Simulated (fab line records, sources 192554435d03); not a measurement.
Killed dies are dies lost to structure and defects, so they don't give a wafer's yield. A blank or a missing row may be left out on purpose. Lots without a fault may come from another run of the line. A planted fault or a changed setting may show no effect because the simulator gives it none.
fab line records | flow n5_finfet
record lots=5 wafers=15 last_day=16
route steps=1938 shown BEOL_M1@835 BEOL_M2@841 BEOL_M4@1111
lots that met no fault: from a run of the same line without faults
start_h: hours from the record's first day to the start of the lot's first wafer shown | wait_h: hours since the lot's step before | " the same as in the row above | L1.1+2: a row that stands for several wafers | - no value, or no start given | * or withheld: withheld | < > ~ a bound
route shown NAME@n: a module of which the file shows steps, and the number in the route of the first | usual: mean/standard deviation of fault-free wafers | same: alike in all rows | chamber/n: place in a boat | sites: the reading at each site | _std_site: their standard deviation | _edge_site: outer sites' mean less inner sites' | radius_mm: how far each site lies from the wafer's centre | mask NAME#n: copy n | behind: the tool/chamber that last shaped the wafer | hold: why the lot was held/for how many hours/how that ended | device: the transistor (n, p or np) that didn't switch | end of line: the same wafers' tests at the end of the route | a step without rows: its recipe alone | killed: dies lost to structure and defects at the first sort, not the wafer's yield | map: a wafer's dies, x killed, . not, _ none there
set.NAME: the setting as run; set.NAME@STEP: as run at that earlier step | model.NAME: the simulator's own value behind a step, which no gauge read
lots at some steps of the route; a table a step, a row a wafer
services: from which hour (start_h, from the record's first day; less than 0 if before it) a tool's chamber was out of use, for how many hours, and why
## steps
# step N5_BEOL_M1_PRE_CLEAN_60
# recipe gas=NH3/H2 time_s=15 temp_c=* rf_power_w=300
# step N5_BEOL_M1_CO_CAP_55
# recipe material=Co target_thk_a=20 temp_c=200 precursor=CCTBA/H2 pressure_torr=30 time_s=102.1
# step N5_BEOL_M1_PRE_CLEAN_56
# recipe gas=NH3 time_s=15 temp_c=withheld rf_power_w=300
# step N5_BEOL_M1_DEP_57
# recipe material=SiCN target_thk_a=80 temp_c=withheld precursor=3MS/NH3 pressure_torr=3 rf_w=202 time_s=14
# step N5_BEOL_M2_ILD_DEP_00
# recipe material=SiOC target_thk_a=790 temp_c=350 precursor=DEMS/O2 pressure_torr=5 rf_w=500 time_s=15.3
# step N5_BEOL_M2_PECVD_72
# recipe material=SiO2 target_thk_a=160 temp_c=400 precursor=TEOS/O2 pressure_torr=5.5 rf_w=450 teos_flow_sccm=53.8 gas=O2 flow_sccm=3000 time_s=18
# step N5_BEOL_M2_HM_DEP_02
# recipe material=TiN target_thk_a=200 temp_c=25 chamber_pressure_pa=0.49996
# step N5_BEOL_M2_COAT_61
# recipe resist=SOC temp_c=250 time_s=60 spin_rpm=1500 resist_thk_nm=60
# step N5_BEOL_M2_COAT_62
# recipe resist=SiARC temp_c=220 time_s=60 spin_rpm=1500 resist_thk_nm=12
# usual spin_speed_rpm=1499.9/0.91
# columns lot.wafer tool chamber start_h wait_h spin_speed_rpm model.SiARC_of_BEOL_M2_COAT_62.thk_nm
L354.2 litho_track-02 0 171.18 - 1502.1 12
L354.3 " 0 " " 1502.4 12
L354.6 " 0 " " 1500.8 12
L359.1 litho_track-02 0 214.98 - 1867.0 10.8
L359.3 " 0 " " 1867.4 10.8
L359.6 " 0 " " 1866.6 10.8
L361.1 litho_track-02 0 222.79 - 1864.5 10.8
L361.2 " 0 " " 1864.9 10.8
L361.3 " 0 " " 1867.3 10.8
L363.1 litho_track-02 0 227.67 - 1865.9 10.8
L363.4 " 0 " " 1866.5 10.8
L363.6 " 0 " " 1866.5 10.8
L364.1 litho_track-01 0 233.03 - 1500.3 12
L364.3 " 0 " " 1500.1 12
L364.4 " 0 " " 1500.7 12
# step N5_BEOL_M2_COAT_73
# recipe resist=underlayer temp_c=205 time_s=60 spin_rpm=1500 resist_thk_nm=5
# step N5_BEOL_M2_COAT_05
# recipe resist=CAR-EUV spin_rpm=1500 resist_thk_nm=30
# step N5_BEOL_M2_EBR_07
# recipe solvent=PGMEA ebr_width_mm=1.5
# step N5_BEOL_M2_SOFTBAKE_06
# recipe temp_c=110 time_s=60 resist=CAR-EUV
# step N5_BEOL_M2_EXPOSE_08
# recipe mask_id=M2 na=0.33 source_shape=dipole sigma_inner=0.369 sigma_outer=0.767 polarization=unpolarized dose_mj=41.25
# step N5_BEOL_M2_PEB_09
# recipe peb_temp_c=100 peb_time_s=60 resist=CAR-EUV
# step N5_BEOL_M2_DEVELOP_10
# recipe develop_time_s=30 developer=TMAH resist=CAR-EUV rinse_liquid=surfactant_rinse dry=air_spin dev_temp_c=23
# step N5_BEOL_M2_DESCUM_16
# recipe chemistry=O2 time_s=7 source_power_w=50 bias_power_w=20 pressure_mtorr=20 rf_frequency_hz=2.712e+07 temp_c=40 resist=CAR-EUV o2_flow_sccm=225
# step N5_BEOL_M2_ETCH_74
# recipe chemistry=N2/H2 target=underlayer target_depth_a=65 mask_material=CAR-EUV time_s=5.2 ion_energy_ev=200 pressure_mtorr=30 source_w=840 bias_w=150 n2_flow_sccm=200 h2_flow_sccm=200 ends=cleared
# step N5_BEOL_M2_ETCH_63
# recipe chemistry=CF4 target=SiARC target_depth_a=156 mask_material=CAR-EUV time_s=26 ion_energy_ev=80 pressure_mtorr=40 source_w=545 bias_w=36 Ar_flow_sccm=100 cf4_flow_sccm=100 ends=cleared
# usual bias_w=36.00/0.1 drypump_motor_current_A=5.6/0.47 etch_rf_on_time_s=26.2/0.9 oes_product_au=0.70/0.087 rf_vpp_V=183.9/1 showerhead_plenum_p_Torr=2.14/0.047 throttle_valve_pct=15.59/0.26
# columns lot.wafer tool chamber start_h wait_h bias_w drypump_motor_current_A etch_rf_on_time_s oes_product_au rf_hours_counter_h rf_vpp_V showerhead_plenum_p_Torr throttle_valve_pct model.etch.depth_nm
L354.2 rie_diel-05 2 171.66 0.0 36.01 4.8 25.3 0.64 164 182.8 2.05 15.71 11.95
L354.3 " 0 " " 36.12 5.9 25.3 0.75 41 184.0 2.10 15.66 11.96
L354.6 " 2 " " 36.04 4.8 25.1 0.64 - 181.8 2.05 15.71 11.95
L359.1 rie_diel-05 2 215.59 0.0 36.01 4.8 22.4 0.63 179 182.6 2.04 15.75 10.75
L359.3 " 3 " " 36.10 6.1 25.0 0.58 211 183.6 2.12 15.87 10.72
L359.6 " 2 " " 36.08 4.8 22.4 0.63 - 182.2 2.04 15.73 10.75
L361.1 rie_diel-03 1 223.53 0.0 35.92 5.9 22.9 0.77 31 184.6 2.08 15.41 10.82
L361.2 " 2 " " 36.03 5.8 22.9 0.75 58 184.0 2.16 15.30 10.83
L361.3 " 2 " " 35.96 5.8 23.1 0.75 - 184.2 2.16 15.27 10.84
L363.1 rie_diel-03 1 228.47 0.0 35.97 5.8 23.0 0.75 34 182.7 2.07 15.40 10.77
L363.4 " 2 " " 35.92 5.8 23.0 0.74 61 184.9 2.16 15.27 10.73
L363.6 " 1 " " 35.91 5.8 22.9 0.75 - 184.5 2.07 15.40 10.73
L364.1 rie_diel-03 0 234.56 0.0 36.04 6.3 26.9 0.77 21 183.6 2.13 15.73 11.96
L364.3 " 3 " " 35.94 5.5 26.9 0.79 5 183.6 2.18 15.45 12
L364.4 " 2 " " 35.94 5.8 25.8 0.74 64 183.7 2.16 15.29 11.96
# step N5_BEOL_M2_ETCH_64
# recipe chemistry=N2/H2 target=SOC target_depth_a=750 overetch_a=225 mask_material=SiARC temp_c=40 time_s=121.9 ion_energy_ev=200 pressure_mtorr=30 source_w=840 bias_w=150 n2_flow_sccm=200 h2_flow_sccm=200
# usual bias_w=150.0/0.48 drypump_motor_current_A=5.6/0.47 h2_flow_sccm=200.1/0.53 oes_product_au=0.63/0.072 rf_vpp_V=523.7/1.8 showerhead_plenum_p_Torr=2.54/0.071 throttle_valve_pct=17.85/0.22
# columns lot.wafer tool chamber start_h wait_h bias_w drypump_motor_current_A h2_flow_sccm oes_product_au rf_hours_counter_h rf_vpp_V showerhead_plenum_p_Torr throttle_valve_pct model.SiARC_of_BEOL_M2_COAT_62.thk_nm
L354.2 rie_diel-05 2 171.69 0.0 149.8 4.9 200.0 0.55 164 520.2 2.41 17.88 6.4
L354.3 " 0 " " 150.1 5.9 200.2 0.66 41 522.7 2.46 17.64 6.2
L354.6 " 2 " " 150.3 4.9 200.1 0.55 - 520.8 2.41 17.87 6.4
L359.1 rie_diel-05 2 215.62 0.0 150.0 4.8 200.6 0.55 179 519.1 2.41 17.90 5.2
L359.3 " 3 " " 150.3 6.1 200.2 0.53 211 524.5 2.53 18.16 5.6
L359.6 " 2 " " 150.4 4.8 201.1 0.54 - 519.9 2.41 17.90 5.2
L361.1 rie_diel-03 1 223.57 0.0 150.0 5.9 200.9 0.67 31 521.2 2.47 17.64 5
L361.2 " 2 " " 149.7 5.8 199.3 0.67 58 523.8 2.60 17.93 5
L361.3 " 2 " " 149.5 5.8 200.6 0.66 - 524.9 2.60 17.91 5
L363.1 rie_diel-03 1 228.50 0.0 150.0 5.9 199.5 0.67 34 521.5 2.47 17.65 5
L363.4 " 2 " " 149.4 5.8 200.6 0.66 61 526.1 2.60 17.92 4.8
L363.6 " 1 " " 150.3 5.9 199.6 0.68 - 522.9 2.47 17.65 5
L364.1 rie_diel-03 0 234.59 0.0 149.7 6.3 199.6 0.71 21 521.7 2.50 17.88 6.4
L364.3 " 3 " " 150.1 5.5 199.9 0.72 5 526.3 2.63 17.95 6.6
L364.4 " 2 " " 149.8 5.8 200.8 0.65 64 524.5 2.60 17.91 6.2
# step N5_BEOL_M2_STRIP_65
# recipe chemistry=N2/H2 temp_c=40 n2_flow_sccm=200 h2_flow_sccm=200 rf_frequency_hz=6e+07
# step N5_BEOL_M4_RC_MEAS_101
# usual DIBL_N=36.9/2.1 DIBL_P=37.1/2.5 IOFF_N=0.17/0.039 IOFF_P=0.23/0.043 ION_N=673/15 ION_P=462/9.1 SS_N=71.8/0.69 SS_P=73.6/0.74 VT_N=250/3.6 VT_P=-249.7/2.9
# columns lot.wafer tool chamber start_h wait_h DIBL_N[mV/V] DIBL_P[mV/V] IOFF_N[nA/um] IOFF_P[nA/um] ION_N[uA/um] ION_P[uA/um] SS_N[mV/dec] SS_P[mV/dec] VT_N[mV] VT_P[mV]
L354.2 prober-02 0 205.53 0.2 39.2 38.0 0.18 0.25 682 468 72.1 74.3 248 -247.4
L354.3 " 0 " " 39.5 38.7 0.19 0.27 658 455 72.3 73.8 249 -248.0
L354.6 " 0 " " 38.4 36.9 0.16 0.23 674 465 71.6 73.3 249 -250.0
L359.1 prober-02 0 242.29 0.0 34.7 36.9 0.15 0.22 672 462 71.4 73.3 252 -248.3
L359.3 " 0 " " 36.3 38.0 0.17 0.25 668 461 72.2 73.6 253 -250.1
L359.6 " 0 " " 32.3 33.3 0.12 0.17 649 450 72.0 71.9 255 -253.8
L361.1 prober-01 0 257.49 0.0 37.7 38.6 0.18 0.25 681 471 71.3 73.1 248 -247.8
L361.2 " 0 " " 39.9 40.1 0.20 0.27 669 458 72.0 74.2 249 -248.6
L361.3 " 0 " " 35.8 35.0 0.14 0.19 671 467 70.7 73.1 253 -252.3
L364.1 prober-01 0 267.24 0.0 38.3 39.8 0.20 0.27 673 466 71.8 73.5 248 -246.5
L364.3 " 0 " " 33.0 33.7 0.12 0.17 668 461 70.6 72.0 254 -255.0
L364.4 " 0 " " 34.1 33.8 0.13 0.17 647 449 70.8 72.3 252 -254.0
L363.1 prober-01 0 272.38 0.0 35.6 33.3 0.11 0.16 637 440 71.7 72.4 257 -256.5
L363.4 " 0 " " 40.6 42.5 0.23 0.30 701 477 72.6 74.8 246 -244.5
L363.6 " 0 " " 37.4 37.2 0.16 0.21 679 461 71.4 73.2 250 -250.5
## services
# columns tool chamber start_h hours kind
rie_diel-03 0 149.30 - clean
rie_diel-03 0 149.30 - consumable_replace:focus_ring
rie_diel-03 0 149.30 25.7 scheduled_down
rie_diel-03 0 149.30 25.7 vent_cycle
rie_diel-03 - 158.24 0.4 repair
litho_track-02 - 164.08 - consumable_replace:filter
rie_diel-03 3 168.79 4.2 repair
rie_diel-03 3 205.74 - clean
rie_diel-03 3 205.74 - consumable_replace:focus_ring
rie_diel-03 3 205.74 18.8 scheduled_down
rie_diel-03 3 205.74 18.8 vent_cycle
rie_diel-03 0 218.61 7.7 repair
rie_diel-05 - 229.22 0.1 repair
## key
first_sign step=N5_BEOL_M2_COAT_62 reading=spin_speed_rpm direction=up sigmas=99+ usual=* struck=*
effect step=N5_BEOL_M2_ETCH_63 reading=etch_rf_on_time_s direction=down sigmas=3.5 usual=* struck=*
model_effect step=N5_BEOL_M2_COAT_62 value=SiARC_of_BEOL_M2_COAT_62.thk_nm without=12 struck=10.8
model_effect step=N5_BEOL_M2_ETCH_63 value=etch.depth_nm without=12.01 struck=10.77
model_effect step=N5_BEOL_M2_ETCH_64 value=SiARC_of_BEOL_M2_COAT_62.thk_nm without=6.311 struck=5.089
met_at N5_BEOL_M2_COAT_62
struck_wafers L359.1,L359.3,L359.6,L361.1,L361.2,L361.3,L363.1,L363.4,L363.6
onset_between 171.18 214.98
fault kind=process_parameter_drift tool=litho_track-02 chamber=- onset_h=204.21 steps=N5_BEOL_M2_COAT_62 channel=spin_rpm offset=* shape=step end_h=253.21 acts_in=* stated=*
